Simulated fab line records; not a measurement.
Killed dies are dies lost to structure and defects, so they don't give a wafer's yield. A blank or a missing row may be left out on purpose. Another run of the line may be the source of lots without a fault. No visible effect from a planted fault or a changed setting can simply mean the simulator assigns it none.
Matching of chambers ; flow nand harc ; NHARC_A_STAIRCASE_ALD_420 on ald hk-02: 4 sister chambers
The step deposits SiO2, target thk 20 nm, pulse time 6 s, ald cycles 200. 4 wafers are shown with their chamber, then 7 later ones without.

## WAFERS, EACH WITH ITS CHAMBER
wafer;chamber;heater power w (W)
L346.2;3;493
L346.5;0;494
L350.1;1;475
L350.2;2;423

## WAFERS WHOSE CHAMBER IS MISSING
wafer;heater power w (W)
L350.6;490
L351.2;486
L351.3;488
L351.6;419
L353.1;429
L353.3;502
L353.6;486

## EACH ONE'S CHAMBER
wafer;from the rows above;in truth
L350.6;can't be placed: 3 or 0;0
L351.2;can't be placed: 3 or 0 or 1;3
L351.3;can't be placed: 3 or 0 or 1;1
L351.6;2;2
L353.1;2;2
L353.3;can't be placed: 0 or 3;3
L353.6;can't be placed: 3 or 0 or 1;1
Correct placement for 2 of the 7. From these rows, 5 cannot be placed; in 5 the true chamber is one of the candidates. Placed wrongly: 0.
How it was worked out, from the rows above alone: a wafer's distance from a chamber is the root of the sum, over the readings, of the square of ((its reading less the chamber's mean) divided by the reading's scatter). If the next closest chamber is less than 2 further off than the closest, the wafer can't be placed; otherwise it belongs to the closest. Each chamber's mean is taken over the wafers shown for it. The scatter: with one shown wafer a chamber, the root of the mean of the squares of how far each hidden wafer lies from its nearest shown one.
